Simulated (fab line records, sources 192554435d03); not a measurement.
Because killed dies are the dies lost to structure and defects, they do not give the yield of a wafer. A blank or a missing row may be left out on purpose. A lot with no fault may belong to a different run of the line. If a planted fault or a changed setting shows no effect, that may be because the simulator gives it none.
fab line records	flow n5_finfet
record lots=9	wafers=25	last_day=18
route steps=1938 shown BEOL_M4@1105 BEOL_M5@1115 PASSIVATION@1936
lots untouched by any fault: they come from a run of this same line in which no faults occurred
start_h: the number of hours between the record's first day and the start of the first shown wafer of the lot	wait_h: how many hours have passed since the lot's step before this one	" repeats the value in the row above	L1.1+2: one row covering several wafers at once	- no value, or no start given	* or withheld: withheld	< > ~ a bound
route shown NAME@n: names a module that has steps shown in the file, with the first one's number in the route	usual: mean/standard deviation of fault-free wafers	same: alike in all rows	chamber/n: place in a boat	sites: per-site readings	_std_site: standard deviation of those values	_edge_site: inner sites' mean taken away from outer sites' mean	radius_mm: how far each site lies from the wafer's centre	mask NAME#n: copy n	behind: tool/chamber where the wafer was last shaped	hold: why the lot was held/for how many hours/how that ended	device: transistor that didn't switch, given as n, p or np	end of line: the tests these same wafers got at the end of their route	a step given without rows: its recipe and nothing more	killed: dies that structure and defects cost at the first sort, which is not the same as the wafer's yield	map: a wafer's dies, marking killed ones x, the rest . and places with no die _
set.NAME: the run value of the setting; set.NAME@STEP: its run value at that earlier step	model.NAME: the simulator's own value behind a step, which no gauge read
route steps across a sampled set of lots; one table per step, one row per wafer
services: from which hour (start_h, from the record's first day; less than 0 if before it) a tool's chamber was out of use, for how many hours, and why
## steps
# step N5_BEOL_M4_PRE_CLEAN_60
# recipe gas=NH3/H2	time_s=15	temp_c=*	rf_power_w=300
# usual heater_power_w=88/7.7
lot.wafer	tool	chamber	start_h	wait_h	heater_power_w
L670.1	cvd_co-01	2	197.20	0.0	79
L670.4	"	2	"	"	77
L671.1	cvd_co-01	0	215.95	0.0	90
L671.6	"	1	"	"	81
L675.2	cvd_co-01	2	227.80	0.0	79
L675.3	"	1	"	"	82
L675.4	"	2	"	"	78
L676.4	cvd_co-02	0	245.54	0.1	86
L676.5	"	2	"	"	101
L676.6	"	1	"	"	86
L678.1	cvd_co-01	1	247.31	0.0	84
L678.3	"	2	"	"	78
L678.5	"	2	"	"	79
L685.1	cvd_co-01	2	293.66	0.0	78
L685.2	"	2	"	"	79
L685.5	"	2	"	"	79
L687.4	cvd_co-02	0	309.34	0.1	83
L687.5	"	2	"	"	103
L687.6	"	1	"	"	86
L686.1	cvd_co-02	0	309.59	0.0	84
L686.3	"	2	"	"	103
L686.5	"	2	"	"	103
L688.3	cvd_co-02	1	314.09	0.0	88
L688.5	"	2	"	"	104
L688.6	"	1	"	"	87
# step N5_BEOL_M4_RC_MEAS_101
# usual DIBL_N=35.8/2.2	DIBL_P=35.3/2.7	IOFF_N=0.16/0.043	IOFF_P=0.21/0.043	ION_N=676/15	ION_P=463/9.1	SS_N=71.4/0.77	SS_P=73.0/0.79	VT_N=250/4	VT_P=-249.8/2.8
lot.wafer	tool	chamber	start_h	wait_h	DIBL_N[mV/V]	DIBL_P[mV/V]	IOFF_N[nA/um]	IOFF_P[nA/um]	ION_N[uA/um]	ION_P[uA/um]	SS_N[mV/dec]	SS_P[mV/dec]	VT_N[mV]	VT_P[mV]
L670.1	prober-02	0	197.47	0.0	35.9	35.7	0.13	0.19	645	447	71.4	73.9	255	-252.4
L670.4	"	0	"	"	38.0	37.9	0.19	0.22	697	470	71.5	74.1	246	-249.1
L671.1	prober-02	0	216.24	0.0	37.4	36.2	0.17	0.24	681	474	71.5	73.3	251	-248.1
L671.6	"	0	"	"	38.7	38.2	0.19	0.28	695	475	72.6	73.8	247	-247.4
L675.2	prober-02	0	228.23	0.2	35.8	33.7	0.16	0.19	682	468	70.4	72.5	247	-248.5
L675.3	"	0	"	"	37.3	35.3	0.17	0.20	685	466	71.9	74.0	248	-251.6
L675.4	"	0	"	"	34.9	34.2	0.14	0.19	674	469	71.3	73.3	250	-251.7
L676.4	prober-02	0	246.25	0.5	31.4	29.7	0.10	0.14	662	460	70.6	71.3	255	-255.3
L676.5	"	0	"	"	34.2	33.4	0.13	0.19	685	473	70.9	72.5	249	-249.2
L676.6	"	0	"	"	33.4	31.2	0.13	0.15	679	461	70.2	72.0	252	-253.8
L678.1	prober-01	0	247.59	0.0	36.4	36.0	0.16	0.19	690	464	70.8	73.7	249	-250.6
L678.3	"	0	"	"	34.9	34.8	0.15	0.17	687	463	72.2	72.9	249	-252.7
L678.5	"	0	"	"	32.5	33.0	0.11	0.15	669	458	70.2	72.3	255	-253.7
L685.1	prober-01	0	294.15	0.0	33.9	34.6	0.12	0.18	672	462	71.1	72.8	251	-249.1
L685.2	"	0	"	"	36.2	37.2	0.16	0.22	685	471	72.0	73.3	247	-249.4
L685.5	"	0	"	"	34.3	35.1	0.13	0.19	685	471	70.7	72.5	251	-250.4
L686.1	prober-01	0	309.86	0.0	34.8	32.2	0.11	0.18	671	458	71.5	72.6	254	-251.6
L686.3	"	0	"	"	34.6	30.8	0.10	0.16	649	457	71.3	72.3	258	-251.8
L686.5	"	0	"	"	37.2	34.4	0.14	0.21	669	468	71.7	73.1	252	-248.4
L687.4	prober-02	0	310.06	0.5	33.6	33.1	0.12	0.17	673	463	70.5	72.1	251	-255.0
L687.5	"	0	"	"	34.4	32.8	0.14	0.16	679	453	71.0	72.0	252	-253.8
L687.6	"	0	"	"	37.1	36.3	0.17	0.21	673	449	72.3	73.5	250	-249.5
L688.3	prober-01	0	314.68	0.3	35.3	33.6	0.14	0.21	667	466	71.1	72.9	249	-250.5
L688.5	"	0	"	"	35.0	31.5	0.12	0.16	660	459	71.0	72.0	254	-252.2
L688.6	"	0	"	"	35.3	33.0	0.14	0.18	682	466	71.3	72.1	251	-250.8
# step N5_BEOL_M5_PECVD_70
# recipe material=SiO2	target_thk_a=160	temp_c=400	precursor=TEOS/O2	pressure_torr=5.5	rf_w=450	teos_flow_sccm=53.8	gas=O2	flow_sccm=3000	time_s=18
# usual chamber_pressure_Torr=5.502/0.012	heater_power_w=647/72	showerhead_plenum_p_Torr=8.74/0.055	throttle_valve_pct=22.9/1.6
lot.wafer	tool	chamber	start_h	wait_h	chamber_pressure_Torr	heater_power_w	showerhead_plenum_p_Torr	throttle_valve_pct
L670.1	pecvd-02	0	199.05	0.0	5.498	610	8.73	24.3
L670.4	"	0	"	"	5.491	621	8.71	24.4
L671.1	pecvd-01	0	217.83	0.0	5.492	743	8.74	21.9
L671.6	"	2	"	"	5.484	567	8.71	21.8
L675.2	pecvd-04	0	230.13	0.0	5.499	681	8.64	22.5
L675.3	"	1	"	"	5.517	632	8.77	23.7
L675.4	"	0	"	"	5.486	714	8.67	23.2
L676.4	pecvd-04	2	247.39	0.1	5.501	619	8.68	19.6
L676.5	"	0	"	"	5.495	627	8.64	23.1
L676.6	"	1	"	"	5.506	620	8.75	23.9
L678.1	pecvd-04	1	249.19	0.0	5.490	676	8.75	23.8
L678.3	"	2	"	"	5.498	711	8.68	19.5
L678.5	"	0	"	"	5.492	568	8.66	23.0
L685.1	pecvd-04	2	295.73	0.0	5.487	607	8.65	19.6
L685.2	"	0	"	"	5.509	629	8.65	22.8
L685.5	"	0	"	"	5.499	623	8.65	23.0
L687.4	pecvd-01	0	311.18	0.1	5.477	789	8.75	21.4
L687.5	"	2	"	"	5.492	525	8.71	22.1
L687.6	"	1	"	"	5.498	619	8.83	25.5
L686.1	pecvd-04	1	311.64	0.0	5.519	663	8.76	23.4
L686.3	"	2	"	"	5.501	746	8.68	19.8
L686.5	"	0	"	"	5.495	581	8.64	23.1
L688.3	pecvd-01	0	315.95	0.0	5.505	738	8.73	21.8
L688.5	"	2	"	"	5.498	584	8.70	22.1
L688.6	"	1	"	"	5.507	616	8.78	25.3
# step N5_BEOL_M5_ETCH_72
# recipe chemistry=N2/H2	target=underlayer	target_depth_a=65	mask_material=CAR-EUV	time_s=5.2	ion_energy_ev=200	pressure_mtorr=30	source_w=840	bias_w=150	n2_flow_sccm=200	h2_flow_sccm=200	ends=cleared
# usual drypump_motor_current_A=5.77/0.3	etch_rf_on_time_s=5.19/0.19	oes_product_au=0.67/0.065	rf_vpp_V=522.6/2.6	showerhead_plenum_p_Torr=2.50/0.094	throttle_valve_pct=17.89/0.19
lot.wafer	tool	chamber	start_h	wait_h	drypump_motor_current_A	etch_rf_on_time_s	oes_product_au	rf_hours_counter_h	rf_vpp_V	showerhead_plenum_p_Torr	throttle_valve_pct
L670.1	rie_diel-06	3	199.79	0.0	5.88	4.95	0.67	141	521.1	2.42	17.69
L670.4	"	1	"	"	5.63	5.26	0.63	-	521.8	2.45	18.02
L671.1	rie_diel-05	3	218.67	0.0	6.01	5.44	0.68	80	525.2	2.60	18.19
L671.6	"	1	"	"	5.78	5.03	0.64	-	526.3	2.65	17.82
L675.2	rie_diel-03	1	231.47	0.0	5.99	5.07	0.65	157	522.9	2.55	18.02
L675.3	"	2	"	"	6.10	5.01	0.60	218	521.6	2.41	17.83
L675.4	"	3	"	"	5.73	5.27	0.64	184	521.1	2.44	18.18
L676.4	rie_diel-03	2	248.32	0.0	6.05	5.02	0.60	223	521.4	2.41	17.83
L676.5	"	2	"	"	6.09	5.00	0.59	-	520.8	2.41	17.81
L676.6	"	1	"	"	5.95	4.99	0.65	-	522.1	2.55	18.03
L678.1	rie_diel-03	0	251.00	0.0	6.40	5.32	0.73	32	522.6	2.47	17.65
L678.3	"	3	"	"	5.71	5.28	0.64	190	519.5	2.43	18.18
L678.5	"	2	"	"	6.12	5.01	0.59	-	522.5	2.41	17.78
L685.1	rie_diel-03	0	296.37	0.0	6.41	5.32	0.72	47	522.2	2.46	17.64
L685.2	"	1	"	"	5.96	5.12	0.64	177	522.1	2.55	18.04
L685.5	"	2	"	"	6.06	5.06	0.58	-	518.0	2.40	17.86
L687.4	rie_diel-06	2	311.92	0.0	5.35	5.10	0.78	29	526.9	2.73	17.91
L687.5	"	0	"	"	5.57	5.39	0.70	-	523.3	2.46	17.73
L687.6	"	3	"	"	5.87	4.99	0.65	-	522.0	2.41	17.76
L686.1	rie_diel-05	0	314.06	0.0	5.50	5.08	0.76	53	525.1	2.60	18.19
L686.3	"	3	"	"	5.95	5.42	0.65	105	523.4	2.59	18.25
L686.5	"	2	"	"	5.34	5.62	0.57	-	521.0	2.47	17.77
L688.3	rie_diel-03	2	318.70	0.0	6.04	5.10	0.57	246	520.4	2.40	17.86
L688.5	"	0	"	"	6.40	5.38	0.70	-	523.2	2.46	17.68
L688.6	"	3	"	"	5.72	5.32	0.62	-	521.9	2.43	18.21
# step N5_BEOL_M5_STRIP_19
# recipe chemistry=O2	power_w=400	temp_c=40	pressure_mtorr=30	rf_frequency_hz=6e+07	bias_power_w=0	overash_fraction=0.2	o2_flow_sccm=225
# usual bias_power_w=0/0	chamber_pressure_mTorr=30.000/0.03	drypump_motor_current_A=5.8/0.31	oes_product_au=0.78/0.08	rf_vpp_V=3.6/0.48	showerhead_plenum_p_Torr=2.08/0.078	throttle_valve_pct=16.70/0.12
lot.wafer	tool	chamber	start_h	wait_h	bias_power_w	chamber_pressure_mTorr	drypump_motor_current_A	oes_product_au	rf_hours_counter_h	rf_vpp_V	showerhead_plenum_p_Torr	throttle_valve_pct
L670.1	rie_diel-03	1	200.13	0.1	0	30.038	6.0	0.76	146	3.2	2.08	16.59
L670.4	"	2	"	"	0	30.034	6.0	0.69	207	3.5	1.99	16.67
L671.1	rie_diel-03	2	219.15	0.2	0	29.990	6.1	0.69	214	4.5	1.99	16.67
L671.6	"	2	"	"	0	29.960	6.1	0.69	-	4.4	1.99	16.67
L675.2	rie_diel-03	3	231.79	0.1	0	29.979	5.7	0.75	184	4.0	1.99	16.87
L675.3	"	1	"	"	0	30.055	5.9	0.74	157	3.0	2.08	16.60
L675.4	"	2	"	"	0	29.944	6.0	0.69	218	3.7	1.98	16.67
L676.4	rie_diel-03	3	248.64	0.1	-	-	-	-	-	-	-	-
L676.5	"	3	"	"	-	-	-	-	-	-	-	-
L676.6	"	0	"	"	-	-	-	-	-	-	-	-
L678.1	rie_diel-06	0	251.66	0.4	-	-	-	-	-	-	-	-
L678.3	"	1	"	"	-	-	-	-	-	-	-	-
L678.5	"	1	"	"	-	-	-	-	-	-	-	-
L685.1	rie_diel-06	2	296.69	0.1	0	30.018	5.3	0.89	24	3.9	2.26	16.65
L685.2	"	1	"	"	0	29.954	5.7	0.72	205	4.0	2.01	16.84
L685.5	"	2	"	"	0	30.032	5.3	0.89	-	3.2	2.26	16.65
L687.4	rie_diel-03	3	312.25	0.1	0	29.974	5.7	0.73	210	3.2	1.98	16.92
L687.5	"	2	"	"	0	30.055	6.0	0.66	-	3.3	1.97	16.72
L687.6	"	3	"	"	0	30.012	5.7	0.72	-	3.9	1.98	16.95
L686.1	rie_diel-06	2	314.46	0.2	0	29.974	5.3	0.88	29	3.1	2.26	16.65
L686.3	"	1	"	"	0	30.030	5.6	0.71	210	4.1	2.01	16.87
L686.5	"	0	"	"	0	30.054	5.6	0.80	-	2.7	2.03	16.47
L688.3	rie_diel-05	2	319.02	0.1	0	30.008	5.3	0.70	233	3.9	2.04	16.70
L688.5	"	1	"	"	0	29.986	5.8	0.70	-	3.3	2.17	16.75
L688.6	"	0	"	"	0	30.032	5.5	0.89	-	4.4	2.10	16.79
# step N5_BEOL_M5_ETCH_68
# recipe chemistry=N2/H2	target=SOC	target_depth_a=800	overetch_a=160	mask_material=SiARC	temp_c=40	time_s=120	ion_energy_ev=200	pressure_mtorr=30	source_w=840	bias_w=150	n2_flow_sccm=200	h2_flow_sccm=200
# usual drypump_motor_current_A=5.76/0.3	oes_product_au=0.60/0.059	rf_vpp_V=523.4/2.5	showerhead_plenum_p_Torr=2.53/0.093	throttle_valve_pct=17.87/0.19
lot.wafer	tool	chamber	start_h	wait_h	drypump_motor_current_A	oes_product_au	rf_hours_counter_h	rf_vpp_V	showerhead_plenum_p_Torr	throttle_valve_pct
L670.1	rie_diel-06	0	201.50	0.0	5.58	0.67	43	522.1	2.48	17.64
L670.4	"	1	"	"	5.66	0.58	-	520.3	2.44	17.98
L671.1	rie_diel-05	2	219.74	0.0	5.32	0.55	205	524.2	2.49	17.66
L671.6	"	2	"	"	5.32	0.55	-	523.3	2.49	17.67
L675.2	rie_diel-05	2	233.12	0.0	5.34	0.55	210	522.4	2.48	17.66
L675.3	"	0	"	"	5.49	0.69	32	523.8	2.61	18.12
L675.4	"	3	"	"	5.97	0.61	83	524.9	2.59	18.14
L676.4	rie_diel-03	0	250.17	0.0	6.39	0.87	31	522.5	2.47	17.65
L676.5	"	3	"	"	5.70	0.74	-	519.6	2.43	18.13
L676.6	"	2	"	"	6.06	0.69	-	519.5	2.41	17.82
L678.1	rie_diel-03	3	252.75	0.0	5.71	0.73	191	519.4	2.43	18.14
L678.3	"	1	"	"	5.94	0.77	163	524.8	2.55	18.00
L678.5	"	0	"	"	6.41	0.85	-	523.4	2.47	17.61
L685.1	rie_diel-05	1	297.43	0.0	5.80	0.56	195	527.0	2.64	17.82
L685.2	"	0	"	"	5.50	0.68	48	524.8	2.60	18.14
L685.5	"	1	"	"	5.77	0.55	-	526.5	2.64	17.81
L687.4	rie_diel-06	3	313.18	0.0	5.87	0.57	174	522.0	2.41	17.71
L687.5	"	2	"	"	5.34	0.69	-	529.1	2.73	17.88
L687.6	"	3	"	"	5.85	0.57	-	522.0	2.41	17.71
L686.1	rie_diel-05	2	315.14	0.0	5.33	0.53	233	523.5	2.48	17.72
L686.3	"	0	"	"	5.52	0.67	54	525.8	2.60	18.15
L686.5	"	3	"	"	6.00	0.61	-	523.2	2.58	18.20
L688.3	rie_diel-03	2	323.50	0.0	6.06	0.51	247	520.4	2.40	17.82
L688.5	"	1	"	"	6.02	0.56	-	522.9	2.54	18.02
L688.6	"	2	"	"	6.08	0.51	-	521.2	2.40	17.83
# step N5_PASSIVATION_PROBE_49
# usual defect_limited_yield=91.1/1.4	killed_at_M0_to_M3=34/11	killed_at_M4_up=14/5.6	killed_at_contacts=13/5.9	killed_at_front_end=40/11	killed_at_other=4/3.1	killed_dies=105/16	killed_on_rim=14/4.2	killed_open=68/11	killed_short=34/8.4	sort_bin_5_function=5.2/0.86	sort_bin_6_memory=3.2/0.7	sort_bin_8_speed=0.1/1.1	sort_n_pass=1074/21	sort_yield_pct=91.0/1.8
# same gross_dies=1180	killed_at_back_side=0	sort_bin_4_leakage[%]=0
lot.wafer	tool	chamber	start_h	wait_h	defect_limited_yield[%]	killed_at_M0_to_M3	killed_at_M4_up	killed_at_contacts	killed_at_front_end	killed_at_other	killed_dies	killed_on_rim	killed_open	killed_short	sort_bin_5_function[%]	sort_bin_6_memory[%]	sort_bin_8_speed[%]	sort_n_pass	sort_yield_pct[%]
L678.1	prober-01	-	347.38	0.0	0	21	1105	7	36	11	1180	152	60	29	96.4	3.4	0	0	0
L678.3	prober-01	-	347.48	0.1	0	46	1068	6	48	12	1180	152	87	39	94.4	5.0	0	0	0
L678.5	prober-01	-	347.58	0.2	0	46	1078	14	33	9	1180	152	78	35	95.6	4.2	0	0	0
L676.4	prober-01	-	353.80	0.2	0	24	1095	23	36	2	1180	152	69	29	96.2	3.6	0	0	0
L676.5	prober-01	-	353.85	0.2	0	26	1079	33	40	2	1180	152	72	37	95.3	4.2	0	0	0
L676.6	prober-01	-	353.90	0.3	0	33	1081	14	48	4	1180	152	66	37	95.4	4.2	0	0	0
# killed by level:class
L678.1 BEOL_M5:area_etch=1069 BEOL_M5:plasma_strip_residue=21 STI_FIN_REVEAL:geometric_particle:open=9 MOL_CONTACT_COAG:geometric_particle:open=7 BEOL_M0_SAQP:geometric_particle:short=6 BEOL_M5:geometric_particle:open=6 BEOL_M2:geometric_particle:open=6 GATE_CUT:geometric_particle:open=5
L678.3 BEOL_M5:area_etch=1030 BEOL_M5:plasma_strip_residue=24 BEOL_M3:geometric_particle:open=14 FIN_SAQP:geometric_particle:short=11 BEOL_M2:geometric_particle:open=11 DUMMY_GATE:geometric_particle:open=8 BEOL_M0_SAQP:geometric_particle:short=8 STI_FIN_REVEAL:geometric_particle:open=7
L678.5 BEOL_M5:area_etch=1040 BEOL_M5:plasma_strip_residue=26 MOL_CONTACT_COAG:geometric_particle:open=14 BEOL_M0_SAQP:geometric_particle:short=10 BEOL_M2:geometric_particle:open=9 BEOL_M0_SAQP:geometric_particle:open=7 FIN_SAQP:geometric_particle:open=6 FIN_SAQP:geometric_particle:short=6
L676.4 BEOL_M5:area_etch=1061 BEOL_M5:plasma_strip_residue=21 MOL_CONTACT_COAG:geometric_particle:open=20 FIN_SAQP:geometric_particle:open=11 BEOL_M0_SAQP:geometric_particle:short=10 BEOL_M0_SAQP:geometric_particle:open=6 BEOL_M3:geometric_particle:open=6 BEOL_M4:geometric_particle:open=6
L676.5 BEOL_M5:area_etch=1050 MOL_CONTACT_COAG:geometric_particle:open=25 BEOL_M5:plasma_strip_residue=21 STI_FIN_REVEAL:geometric_particle:open=13 BEOL_M0_SAQP:geometric_particle:short=9 MOL_CONTACT_COAG:geometric_particle:short=8 BEOL_M0_SAQP:geometric_particle:open=7 DUMMY_GATE:geometric_particle:open=6
L676.6 BEOL_M5:area_etch=1040 BEOL_M5:plasma_strip_residue=35 FIN_SAQP:geometric_particle:open=12 STI_FIN_REVEAL:geometric_particle:open=11 MOL_CONTACT_COAG:geometric_particle:open=11 BEOL_M0_SAQP:geometric_particle:short=9 BEOL_M0_SAQP:geometric_particle:open=7 FIN_SAQP:geometric_particle:short=6
## services
tool	chamber	start_h	hours	kind
pecvd-01	2	180.44	14.7	repair
rie_diel-06	2	182.28	6.3	repair
rie_diel-06	2	188.79	-	clean
rie_diel-06	2	188.79	-	consumable_replace:focus_ring
rie_diel-06	2	188.79	-	consumable_replace:showerhead
rie_diel-06	2	188.79	20.9	scheduled_down
pecvd-01	-	196.23	0.5	repair
rie_diel-03	3	204.13	13.8	repair
rie_diel-06	-	216.83	4.3	pm
pecvd-01	-	219.58	1.3	repair
rie_diel-05	3	228.51	2.4	repair
rie_diel-06	2	235.86	5.7	repair
cvd_co-02	0	237.44	6.6	repair
cvd_co-01	-	243.87	2.8	pm
rie_diel-05	-	249.68	4.3	pm
cvd_co-02	-	252.23	6.9	pm
cvd_co-01	-	263.04	0.3	repair
cvd_co-01	2	267.80	8.3	repair
cvd_co-02	2	288.59	3.8	repair
cvd_co-01	-	289.21	1.1	repair
rie_diel-05	-	290.91	0.9	repair
pecvd-01	2	291.60	2.1	repair
pecvd-04	-	292.23	3.4	repair
cvd_co-01	-	304.09	6.9	pm
## key
first_sign step=N5_BEOL_M5_STRIP_19	reading=tool_record	direction=missing
effect step=N5_BEOL_M5_ETCH_68	reading=oes_product_au	direction=up	sigmas=3	usual=0.60	struck=0.78
effect step=N5_PASSIVATION_PROBE_49	reading=killed_at_M4_up	direction=up	sigmas=99+	usual=14	struck=1084
more_kills_born_at N5_BEOL_M5_ETCH_68@rie_diel-03=6290
met_at N5_BEOL_M5_STRIP_19
struck_lots L676,L678
later_rows_left_out L676.4,L676.5,L676.6,L678.1,L678.3,L678.5
not_acting_at N5_BEOL_M4_PRE_CLEAN_60,N5_BEOL_M5_PECVD_70,N5_BEOL_M5_ETCH_72
onset_between 231.79 248.64
fault kind=skipped_step_whole	tool=rie_diel-03,rie_diel-06	chamber=-	onset_h=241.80	steps=N5_BEOL_M5_STRIP_19	scope=struck_lots_only
# later_rows_left_out: the simulator's readings of these wafers behind a module that went badly wrong aren't trusted and aren't shown, but for the sort
